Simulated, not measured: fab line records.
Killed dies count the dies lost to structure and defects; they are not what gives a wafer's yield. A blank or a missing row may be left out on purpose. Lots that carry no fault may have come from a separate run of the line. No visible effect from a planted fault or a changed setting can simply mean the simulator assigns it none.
fab line records	flow n5-finfet
record: lots: 7	wafers: 21	last-day: 17
route steps=1938 shown WELL_APT@21 BEOL_M4@1111 PASSIVATION@1936
lots that met no fault: taken from a fault-free run of the same line
start-h: hours from the record's opening day to when the first of the lot's shown wafers began	wait-h: hours since the lot's step before	" same as the row above	L1.1+2: one row covering several wafers at once	- no value, or no start was given	* or withheld: withheld	< > ~ a bound
route shown NAME@n: names a module that has steps shown in the file, with the first one's number in the route	usual: mean and standard deviation over wafers with no fault	same: alike in all rows	chamber/n: place in a boat	sites: readings site by site	_std_site: how widely they spread, as a standard deviation	_edge_site: the outer-site mean with the inner-site mean subtracted	radius-mm: how far each site lies from the wafer's centre	mask NAME#n: copy n	behind: the last tool/chamber to shape the wafer	hold: the reason the lot was held/the length of the hold in hours/how it ended	device: the n, p or np transistor that did not switch	end of line: tests run on the same wafers once the route is complete	step lacking rows: just its recipe	killed: count of dies lost to structure and defects at first sort (not the wafer's yield)	map: the dies of a wafer, with x for killed, . for not killed, _ for no die there
set.NAME: the run value of the setting; set.NAME@STEP: its run value at that earlier step	model.NAME: the simulator's own value behind a step, which no gauge read
a table for each step, a row for each wafer; lots at some steps of the route
services: a tool's chamber out of use, with start hour (start-h, from the record's first day; less than 0 if before it), hours out, and reason
== steps ==
step: N5_WELL_APT_COAT_02
recipe: spin-rpm: 1357	resist-thk-nm: 950
step: N5_WELL_APT_EBR_04
recipe: solvent: PGMEA	ebr-width-mm: 1.5
step: N5_WELL_APT_SOFTBAKE_03
recipe: temp-c: 130	time-s: 60
step: N5_WELL_APT_EXPOSE_05
recipe: mask-id: NWELL	na: 0.8	source-shape: conventional	sigma-outer: 0.8	polarization: unpolarized	defocus-nm: 0	target-cd-nm: 200	dose-mj: 20.3
step: N5_WELL_APT_PEB_06
recipe: peb-temp-c: 130	peb-time-s: 90
step: N5_WELL_APT_DEVELOP_07
recipe: develop-time-s: 45	rinse-liquid: surfactant-rinse	dry: air-spin	dev-temp-c: 21
step: N5_WELL_APT_HARDBAKE_12
recipe: temp-c: 130	time-s: 120
step: N5_WELL_APT_CD_MEAS_08
recipe: target-cd-nm: 200	landing-energy-ev: 500	detector: se-inlens
usual: cd-nm: 200.1/2.2
same: landing-energy-ev: 500
lot.wafer	tool	chamber	start-h	wait-h	cd-nm
L671.1	cd-sem-01	0	37.71	-	200.3
L671.5	"	0	"	"	203.7
L671.6	"	0	"	"	199.6
L676.1	cd-sem-02	0	67.69	-	200.4
L676.3	"	0	"	"	199.6
L676.4	"	0	"	"	198.9
L681.1	cd-sem-03	0	97.79	-	196.4
L681.3	"	0	"	"	200.6
L681.4	"	0	"	"	199.1
L682.2	cd-sem-03	0	103.69	-	202.7
L682.3	"	0	"	"	202.8
L682.5	"	0	"	"	200.7
L684.1	cd-sem-03	0	116.17	-	203.5
L684.3	"	0	"	"	203.4
L684.5	"	0	"	"	202.8
L687.2	cd-sem-01	0	133.72	-	199.4
L687.3	"	0	"	"	195.4
L687.4	"	0	"	"	198.3
L690.1	cd-sem-02	0	151.56	-	202.6
L690.2	"	0	"	"	202.0
L690.4	"	0	"	"	200.5
step: N5_WELL_APT_OVL_MEAS_09
recipe: points-per-wafer: 44
usual: NWELL_OVL: -4/6.5
lot.wafer	tool	chamber	start-h	wait-h	NWELL_OVL[nm]
L671.1	overlay-02	0	37.74	0.0	6
L671.5	"	0	"	"	2
L671.6	"	0	"	"	-5
L676.1	overlay-02	0	67.72	0.0	-5
L676.3	"	0	"	"	-11
L676.4	"	0	"	"	-5
L681.1	overlay-02	0	97.82	0.0	-1
L681.3	"	0	"	"	-4
L681.4	"	0	"	"	-15
L682.2	overlay-01	0	103.72	0.0	-9
L682.3	"	0	"	"	0
L682.5	"	0	"	"	-9
L684.1	overlay-01	0	116.20	0.0	3
L684.3	"	0	"	"	7
L684.5	"	0	"	"	-1
L687.2	overlay-02	0	133.75	0.0	0
L687.3	"	0	"	"	7
L687.4	"	0	"	"	-2
L690.1	overlay-02	0	151.59	0.0	-7
L690.2	"	0	"	"	-10
L690.4	"	0	"	"	-19
step: N5_WELL_APT_INSPECT_10
recipe: mode: adi	inspect-instrument: macro
usual: raw-defect-count: 1.8/1.4
lot.wafer	tool	chamber	start-h	wait-h	raw-defect-count
L671.1	defect-inspect-01	-	37.76	0.0	2
L671.5	"	-	"	"	2
L671.6	"	-	"	"	3
L676.1	defect-inspect-02	-	67.74	0.0	2
L676.3	"	-	"	"	0
L676.4	"	-	"	"	2
L681.1	defect-inspect-01	-	97.84	0.0	3
L681.3	"	-	"	"	2
L681.4	"	-	"	"	1
L682.2	defect-inspect-02	-	103.74	0.0	0
L682.3	"	-	"	"	1
L682.5	"	-	"	"	3
L684.1	defect-inspect-02	-	116.23	0.0	3
L684.3	"	-	"	"	2
L684.5	"	-	"	"	1
L687.2	defect-inspect-01	-	133.77	0.0	4
L687.3	"	-	"	"	1
L687.4	"	-	"	"	1
L690.1	defect-inspect-02	-	151.61	0.0	2
L690.2	"	-	"	"	4
L690.4	"	-	"	"	1
step: N5_WELL_APT_DESCUM_13
recipe: chemistry: O2	time-s: 7.9	source-power-w: 50	bias-power-w: 20	pressure-mtorr: 20	rf-frequency-hz: 2.712e+07	temp-c: 40	o2-flow-sccm: 225
usual: drypump-motor-current-A: 5.5/0.39	oes-product-au: 0.76/0.08	rf-vpp-V: 243.1/1.6	showerhead-plenum-p-Torr: 2.08/0.089	throttle-valve-pct: 20.42/0.22
lot.wafer	tool	chamber	start-h	wait-h	drypump-motor-current-A	oes-product-au	rf-hours-counter-h	rf-vpp-V	showerhead-plenum-p-Torr	throttle-valve-pct
L671.1	rie-diel-01	3	37.79	0.0	5.9	0.74	153	244.4	2.21	20.65
L671.5	"	2	"	"	5.4	0.92	-	243.9	2.18	20.59
L671.6	"	3	"	"	5.9	0.73	-	246.6	2.21	20.66
L676.1	rie-diel-05	0	68.10	0.4	4.8	0.74	161	240.1	1.97	20.31
L676.3	"	3	"	"	5.0	0.74	183	242.7	2.17	20.42
L676.4	"	1	"	"	5.6	0.84	33	242.2	2.05	20.14
L681.1	rie-diel-01	1	97.88	0.0	5.2	0.79	122	244.0	2.08	20.36
L681.3	"	0	"	"	6.0	1.00	9	243.4	2.03	19.97
L681.4	"	2	"	"	5.4	0.88	41	244.6	2.17	20.63
L682.2	rie-diel-05	1	103.78	0.0	5.5	0.83	47	242.8	2.04	20.18
L682.3	"	0	"	"	4.9	0.74	173	241.5	1.97	20.35
L682.5	"	1	"	"	5.5	0.83	-	244.6	2.04	20.15
L684.1	rie-diel-04	3	116.26	0.0	5.0	0.67	236	244.1	2.16	20.45
L684.3	"	2	"	"	5.7	0.70	212	243.9	2.14	20.60
L684.5	"	1	"	"	5.6	0.71	-	241.3	1.96	20.28
L687.2	rie-diel-05	2	134.49	0.7	5.7	0.78	130	239.7	1.94	20.93
L687.3	"	3	"	"	5.0	0.73	205	243.6	2.16	20.42
L687.4	"	0	"	"	4.8	0.73	182	241.0	1.97	20.37
L690.1	rie-diel-04	3	151.83	0.2	5.1	0.66	248	243.9	2.16	20.46
L690.2	"	1	"	"	5.6	0.70	229	240.8	1.95	20.30
L690.4	"	3	"	"	5.1	0.66	-	243.1	2.16	20.45
step: N5_WELL_APT_IMPLANT_14
recipe: species: P	energy-kev: 160	dose-cm2: 1.5e+13	tilt-deg: 0	rotation-deg: 0
step: N5_WELL_APT_IMPLANT_15
recipe: species: As	energy-kev: 25	dose-cm2: 1.5e+13	tilt-deg: 0	rotation-deg: 0
usual: dose-ions-cm2: 1.4998e+13/1.4e+10	end-station-pressure-torr: 5.17e-06/2.6e-07	faraday-current-uA: 190/3.8
lot.wafer	tool	chamber	start-h	wait-h	dose-ions-cm2	end-station-pressure-torr	faraday-current-uA
L671.1	implanter-02	0	38.07	0.1	1.5004e+13	4.7e-06	188
L671.5	"	0	"	"	1.4992e+13	5.22e-06	193
L671.6	"	0	"	"	1.4978e+13	5.05e-06	187
L676.1	implanter-01	0	68.37	0.1	1.4994e+13	5.09e-06	189
L676.3	"	0	"	"	1.5014e+13	5.51e-06	191
L676.4	"	0	"	"	1.4992e+13	5.64e-06	184
L681.1	implanter-02	0	98.16	0.1	1.6487e+13	5.76e-06	209
L681.3	"	0	"	"	1.6474e+13	5.34e-06	208
L681.4	"	0	"	"	1.6477e+13	5.35e-06	209
L682.2	implanter-02	0	104.08	0.1	1.6474e+13	5.18e-06	211
L682.3	"	0	"	"	1.6499e+13	4.96e-06	212
L682.5	"	0	"	"	1.6476e+13	5.04e-06	215
L684.1	implanter-02	0	116.54	0.1	1.6467e+13	4.97e-06	211
L684.3	"	0	"	"	1.6461e+13	5.6e-06	209
L684.5	"	0	"	"	1.6452e+13	5.23e-06	209
L687.2	implanter-01	0	134.80	0.1	1.4996e+13	4.96e-06	192
L687.3	"	0	"	"	1.4981e+13	4.89e-06	192
L687.4	"	0	"	"	1.5008e+13	4.78e-06	196
L690.1	implanter-01	0	152.11	0.1	1.5003e+13	4.86e-06	191
L690.2	"	0	"	"	1.5023e+13	4.98e-06	187
L690.4	"	0	"	"	1.503e+13	5.24e-06	188
step: N5_WELL_APT_STRIP_16
recipe: chemistry: SPM	time-s: 900	temp-c: 130	h2so4-h2o2-vol-ratio: 4	dry: ipa-marangoni
step: N5_BEOL_M4_RC_MEAS_101
usual: DIBL_N: 36.1/2	DIBL_P: 36.3/2.4	IOFF_N: 0.15/0.035	IOFF_P: 0.21/0.039	ION_N: 672/15	ION_P: 463/9.7	SS_N: 71.5/0.7	SS_P: 73.2/0.75	VT_N: 251/3.6	VT_P: -250/3.8
lot.wafer	tool	chamber	start-h	wait-h	DIBL_N[mV/V]	DIBL_P[mV/V]	IOFF_N[nA/um]	IOFF_P[nA/um]	ION_N[uA/um]	ION_P[uA/um]	SS_N[mV/dec]	SS_P[mV/dec]	VT_N[mV]	VT_P[mV]
L671.1	prober-01	0	195.89	0.0	32.8	34.1	0.11	0.17	658	454	70.9	72.7	254	-253
L671.5	"	0	"	"	36.6	38.6	0.17	0.23	672	458	71.7	73.2	248	-250
L671.6	"	0	"	"	34.1	34.9	0.11	0.17	646	450	70.0	73.2	255	-254
L676.1	prober-02	0	221.81	0.0	33.9	32.0	0.11	0.17	651	458	71.1	72.3	255	-247
L676.3	"	0	"	"	34.9	33.6	0.13	0.21	666	465	70.6	72.7	254	-247
L676.4	"	0	"	"	33.7	32.1	0.11	0.19	639	456	70.9	72.5	258	-247
L681.1	prober-02	0	252.27	0.0	38.5	39.3	0.20	0.28	689	476	72.4	74.1	246	-246
L681.3	"	0	"	"	35.3	34.8	0.14	0.20	674	461	70.5	72.4	250	-251
L681.4	"	0	"	"	35.0	34.4	0.14	0.19	667	457	71.4	72.0	254	-251
L682.2	prober-01	0	264.07	0.2	37.5	37.3	0.18	0.27	688	476	72.2	73.8	248	-243
L682.3	"	0	"	"	33.1	33.3	0.13	0.20	684	474	70.5	72.5	252	-247
L682.5	"	0	"	"	34.8	34.1	0.14	0.22	680	475	72.0	72.7	251	-246
L684.1	prober-02	0	279.18	0.0	32.7	31.9	0.09	0.16	658	466	70.7	71.7	255	-251
L684.3	"	0	"	"	36.9	36.3	0.15	0.22	658	455	71.9	72.9	254	-249
L684.5	"	0	"	"	36.4	36.5	0.15	0.23	686	475	71.2	73.0	251	-248
L687.2	prober-02	0	287.76	0.2	34.8	35.7	0.15	0.20	672	462	71.9	73.3	249	-253
L687.3	"	0	"	"	34.1	34.4	0.13	0.18	670	461	70.5	73.1	253	-253
L687.4	"	0	"	"	32.9	33.3	0.11	0.16	663	462	70.8	71.8	254	-254
L690.1	prober-02	0	306.59	0.0	37.4	37.0	0.18	0.25	682	466	71.8	73.7	247	-246
L690.2	"	0	"	"	34.5	33.2	0.13	0.19	672	467	70.8	72.8	253	-248
L690.4	"	0	"	"	35.6	34.8	0.14	0.21	681	475	71.1	73.0	249	-248
step: N5_PASSIVATION_PROBE_49
usual: defect-limited-yield: 91.1/1.6	killed_at_M0_to_M3: 35/11	killed_at_M4_up: 13/5.4	killed-at-contacts: 13/6.5	killed-at-front-end: 40/14	killed-at-other: 4/3.1	killed-dies: 105/18	killed-open: 69/14	killed-short: 34/7.3	sort_bin_5_function: 5.2/0.96	sort_bin_6_memory: 3.4/0.77	sort_bin_8_speed: 0.02/0.13	sort-n-pass: 1075/19	sort-yield-pct: 91.1/1.6
same: gross-dies: 1180	killed-at-back-side: 0	sort_bin_4_leakage[%]: 0
lot.wafer	tool	chamber	start-h	wait-h	defect-limited-yield[%]	killed_at_M0_to_M3	killed_at_M4_up	killed-at-contacts	killed-at-front-end	killed-at-other	killed-dies	killed-open	killed-short	sort_bin_5_function[%]	sort_bin_6_memory[%]	sort_bin_8_speed[%]	sort-n-pass	sort-yield-pct[%]
L671.1	prober-02	-	303.50	0.0	91.9	30	7	9	49	0	95	61	31	4.5	3.3	0	1085	91.9
L671.5	prober-02	-	303.70	0.2	92.0	42	4	10	28	10	94	60	32	4.5	3.4	0	1086	92.0
L671.6	prober-02	-	303.75	0.3	92.8	31	10	8	33	3	85	57	27	4.3	2.5	0	1095	92.8
L676.1	prober-02	-	327.60	0.0	90.9	24	17	16	46	4	107	77	30	5.8	2.7	0	1073	90.9
L676.3	prober-02	-	327.70	0.1	93.1	15	14	18	33	1	81	50	30	4.6	2.1	0	1099	93.1
L676.4	prober-02	-	327.75	0.2	91.9	28	13	19	30	6	96	60	36	4.9	3.1	0.17	1082	91.7
L681.1	prober-02	-	363.98	0.0	90.8	29	9	20	49	1	108	70	36	6.0	2.6	0	1072	90.8
L681.3	prober-02	-	364.08	0.1	89.6	27	14	18	64	0	123	84	39	5.5	4.4	0	1057	89.6
L681.4	prober-02	-	364.13	0.2	91.4	23	10	20	48	1	102	60	41	6.2	2.0	0	1078	91.4
L682.2	prober-01	-	370.03	0.1	91.5	33	14	31	17	5	100	59	41	5.3	2.9	0	1080	91.5
L682.3	prober-01	-	370.08	0.1	91.2	42	7	15	28	12	104	67	31	5.5	2.8	0	1076	91.2
L682.5	prober-01	-	370.18	0.2	91.3	23	18	24	33	5	103	67	32	5.8	2.5	0	1077	91.3
L684.1	prober-02	-	381.14	0.0	87.1	50	12	13	75	2	152	97	55	6.9	5.3	0	1028	87.1
L684.3	prober-02	-	381.24	0.1	90.7	50	15	7	37	1	110	76	34	4.8	3.9	0	1070	90.7
L684.5	prober-02	-	381.34	0.2	89.5	34	19	16	54	1	124	86	38	5.8	4.7	0	1056	89.5
L687.2	prober-01	-	398.06	0.1	90.8	29	12	18	43	7	109	83	26	5.5	3.6	0	1071	90.8
L687.3	prober-01	-	398.11	0.1	90.3	33	18	15	38	10	114	70	40	4.8	4.4	0.08	1066	90.3
L687.4	prober-01	-	398.16	0.2	91.6	41	18	7	25	8	99	74	23	4.2	4.2	0	1081	91.6
L690.1	prober-02	-	413.80	0.0	91.5	30	16	6	42	6	100	67	28	4.3	3.5	0	1080	91.5
L690.2	prober-02	-	413.85	0.1	93.6	14	19	12	31	0	76	56	19	4.2	2.2	0	1104	93.6
L690.4	prober-02	-	413.95	0.2	91.5	31	15	7	47	0	100	66	31	5.1	3.1	0	1080	91.5
killed by level:class
L671.1 FIN_SAQP:geometric-particle:open=12 FIN_SAQP:geometric-particle:short=10 STI_FIN_REVEAL:geometric-particle:open=10 BEOL_M0_SAQP:geometric-particle:short=10 BEOL_M0_SAQP:geometric-particle:open=8 MOL_CONTACT_COAG:geometric-particle:open=7 DUMMY_GATE:geometric-particle:open=5 BEOL_M3:geometric-particle:open=4
L671.5 BEOL_M3:geometric-particle:open=11 MOL_CONTACT_COAG:geometric-particle:open=8 BEOL_M0_SAQP:geometric-particle:short=8 FIN_SAQP:geometric-particle:open=6 BEOL_M1:geometric-particle:open=6 DUMMY_GATE:geometric-particle:open=5 BEOL_M0_SAQP:geometric-particle:open=5 BEOL_M2:geometric-particle:open=5
L671.6 STI_FIN_REVEAL:geometric-particle:open=10 BEOL_M0_SAQP:geometric-particle:open=9 BEOL_M0_SAQP:geometric-particle:short=6 BEOL_M3:geometric-particle:open=6 FIN_SAQP:geometric-particle:open=5 FIN_SAQP:geometric-particle:short=5 MOL_CONTACT_COAG:geometric-particle:open=5 STI_FIN_REVEAL:geometric-particle:short=3
L676.1 STI_FIN_REVEAL:geometric-particle:open=13 MOL_CONTACT_COAG:geometric-particle:open=13 BEOL_M0:geometric-particle:open=6 BEOL_M0_SAQP:geometric-particle:open=5 DUMMY_GATE:geometric-particle:open=4 GATE_CUT:geometric-particle:open=4 GATE_CUT:geometric-particle:short=4 BEOL_M0_SAQP:geometric-particle:short=4
L676.3 MOL_CONTACT_COAG:geometric-particle:open=14 BEOL_M4:geometric-particle:open=7 FIN_SAQP:geometric-particle:short=6 BEOL_M0_SAQP:geometric-particle:short=5 STI_FIN_REVEAL:geometric-particle:open=4 ILD0:geometric-particle:short=4 MOL_CONTACT_COAG:geometric-particle:short=4 STARTING-WAFER:geometric-particle:open=4
L676.4 MOL_CONTACT_COAG:geometric-particle:open=17 BEOL_M0_SAQP:geometric-particle:short=8 BEOL_M1:geometric-particle:open=7 DUMMY_GATE:geometric-particle:open=6 STI_FIN_REVEAL:geometric-particle:open=5 BEOL_M0_SAQP:geometric-particle:open=5 STARTING-WAFER:geometric-particle:short=5 FIN_SAQP:geometric-particle:short=4
L681.1 MOL_CONTACT_COAG:geometric-particle:open=18 FIN_SAQP:geometric-particle:open=12 BEOL_M0_SAQP:geometric-particle:short=11 STI_FIN_REVEAL:geometric-particle:open=9 FIN_SAQP:geometric-particle:short=7 GATE_CUT:geometric-particle:short=6 BEOL_M0_SAQP:geometric-particle:open=6 BEOL_M3:geometric-particle:open=5
L681.3 FIN_SAQP:geometric-particle:open=18 FIN_SAQP:geometric-particle:short=15 MOL_CONTACT_COAG:geometric-particle:open=13 STI_FIN_REVEAL:geometric-particle:open=11 BEOL_M0_SAQP:geometric-particle:open=11 BEOL_M4:geometric-particle:open=10 GATE_CUT:geometric-particle:short=6 BEOL_M0_SAQP:geometric-particle:short=6
L681.4 MOL_CONTACT_COAG:geometric-particle:open=14 STI_FIN_REVEAL:geometric-particle:open=10 FIN_SAQP:geometric-particle:short=7 BEOL_M0_SAQP:geometric-particle:short=7 MOL_CONTACT_COAG:geometric-particle:short=6 DUMMY_GATE:geometric-particle:open=5 BEOL_M2:geometric-particle:open=5 FIN_SAQP:geometric-particle:open=4
L682.2 MOL_CONTACT_COAG:geometric-particle:short=16 MOL_CONTACT_COAG:geometric-particle:open=15 BEOL_M3:geometric-particle:open=12 BEOL_M0_SAQP:geometric-particle:short=7 FIN_SAQP:geometric-particle:short=6 BEOL_M5:geometric-particle:open=6 STI_FIN_REVEAL:geometric-particle:open=4 BEOL_M0_SAQP:geometric-particle:open=4
L682.3 MOL_CONTACT_COAG:geometric-particle:open=14 BEOL_M0_SAQP:geometric-particle:open=8 BEOL_M1:geometric-particle:open=8 BEOL_M2:geometric-particle:open=7 FIN_SAQP:geometric-particle:short=6 BEOL_M3:geometric-particle:open=6 MIM_TOP_ETCH:geometric-particle:open=6 FIN_SAQP:geometric-particle:open=4
L682.5 MOL_CONTACT_COAG:geometric-particle:open=22 FIN_SAQP:geometric-particle:short=12 BEOL_M4:geometric-particle:open=7 STI_FIN_REVEAL:geometric-particle:open=6 BEOL_M0_SAQP:geometric-particle:open=6 BEOL_M0_SAQP:geometric-particle:short=6 FIN_SAQP:geometric-particle:open=5 BEOL_M1:geometric-particle:open=5
L684.1 STI_FIN_REVEAL:geometric-particle:open=25 BEOL_M0_SAQP:geometric-particle:open=12 BEOL_M0_SAQP:geometric-particle:short=11 FIN_SAQP:geometric-particle:open=9 GATE_CUT:geometric-particle:short=9 BEOL_M1:geometric-particle:open=9 FIN_SAQP:geometric-particle:short=7 MOL_CONTACT_COAG:geometric-particle:open=7
L684.3 BEOL_M0_SAQP:geometric-particle:short=17 STI_FIN_REVEAL:geometric-particle:open=11 BEOL_M1:geometric-particle:open=11 BEOL_M3:geometric-particle:open=9 BEOL_M4:geometric-particle:open=8 BEOL_M0_SAQP:geometric-particle:open=7 STARTING-WAFER:geometric-particle:open=7 DUMMY_GATE:geometric-particle:open=6
L684.5 STI_FIN_REVEAL:geometric-particle:open=21 MOL_CONTACT_COAG:geometric-particle:open=13 FIN_SAQP:geometric-particle:open=10 BEOL_M0_SAQP:geometric-particle:short=10 BEOL_M0_SAQP:geometric-particle:open=8 BEOL_M4:geometric-particle:open=8 GATE_CUT:geometric-particle:short=5 BEOL_M1:geometric-particle:open=5
L687.2 FIN_SAQP:geometric-particle:open=16 MOL_CONTACT_COAG:geometric-particle:open=15 BEOL_M3:geometric-particle:open=12 BEOL_M2:geometric-particle:open=7 FIN_SAQP:geometric-particle:short=6 DUMMY_GATE:geometric-particle:open=5 MIM_TOP_ETCH:geometric-particle:open=5 ILD0:geometric-particle:short=4
L687.3 MOL_CONTACT_COAG:geometric-particle:open=13 BEOL_M1:geometric-particle:open=9 BEOL_M3:geometric-particle:open=9 STARTING-WAFER:geometric-particle:short=8 FIN_SAQP:geometric-particle:short=7 BEOL_M4:geometric-particle:open=6 FIN_SAQP:geometric-particle:open=5 DUMMY_GATE:geometric-particle:open=5
L687.4 BEOL_M3:geometric-particle:open=15 BEOL_M2:geometric-particle:open=14 MOL_CONTACT_COAG:geometric-particle:open=6 FIN_SAQP:geometric-particle:open=5 BEOL_M4:geometric-particle:open=5 BEOL_M8:geometric-particle:open=5 ILD0:geometric-particle:open=4 BEOL_M1:geometric-particle:open=4
L690.1 FIN_SAQP:geometric-particle:open=12 BEOL_M1:geometric-particle:open=9 STI_FIN_REVEAL:geometric-particle:open=8 BEOL_M0:geometric-particle:open=6 BEOL_M5:geometric-particle:open=5 FIN_SAQP:geometric-particle:short=4 DUMMY_GATE:geometric-particle:open=3 GATE_CUT:geometric-particle:short=3
L690.2 MOL_CONTACT_COAG:geometric-particle:open=11 FIN_SAQP:geometric-particle:open=7 DUMMY_GATE:geometric-particle:open=7 BEOL_M5:geometric-particle:open=5 BEOL_M3:geometric-particle:open=4 BEOL_M4:geometric-particle:open=4 STARTING-WAFER:geometric-particle:open=4 BEOL_M0_SAQP:geometric-particle:short=3
L690.4 STI_FIN_REVEAL:geometric-particle:open=12 BEOL_M0_SAQP:geometric-particle:open=10 FIN_SAQP:geometric-particle:open=9 GATE_CUT:geometric-particle:short=8 BEOL_M0_SAQP:geometric-particle:short=8 DUMMY_GATE:geometric-particle:open=6 BEOL_M5:geometric-particle:open=5 BEOL_M4:geometric-particle:short=4
== services ==
tool	chamber	start-h	hours	kind
rie-diel-04	1	40.26	9.4	repair
rie-diel-01	-	42.74	2.8	pm
rie-diel-01	0	53.24	-	clean
rie-diel-01	0	53.24	-	consumable-replace:focus-ring
rie-diel-01	0	53.24	17.3	scheduled-down
rie-diel-01	0	53.24	17.3	vent-cycle
rie-diel-04	-	64.98	1.1	repair
rie-diel-01	1	81.27	3.3	repair
rie-diel-04	-	81.92	2.8	pm
rie-diel-04	0	146.67	-	clean
rie-diel-04	0	146.67	-	consumable-replace:focus-ring
rie-diel-04	0	146.67	13.9	scheduled-down
rie-diel-04	0	146.67	13.9	vent-cycle
rie-diel-05	0	148.21	4.6	repair
== key ==
first-sign: step: N5_WELL_APT_IMPLANT_15	reading: dose-ions-cm2	direction: up	sigmas: 99+	usual: 1.4998e+13	struck: 1.6474e+13
effect: step: N5_WELL_APT_IMPLANT_15	reading: faraday-current-uA	direction: up	sigmas: 5.4	usual: 190	struck: 210
met-at N5_WELL_APT_IMPLANT_15
struck-wafers L681.1,L681.3,L681.4,L682.2,L682.3,L682.5,L684.1,L684.3,L684.5
onset-between 38.07 98.16
fault: kind: process-parameter-drift	tool: implanter-02	chamber: -	onset-h: 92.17	steps: N5_WELL_APT_IMPLANT_15	channel: dose-cm2	offset: 1.4753e+12	shape: step	end-h: 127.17	acts-in: these-recipes-only	stated: 1.5e+13
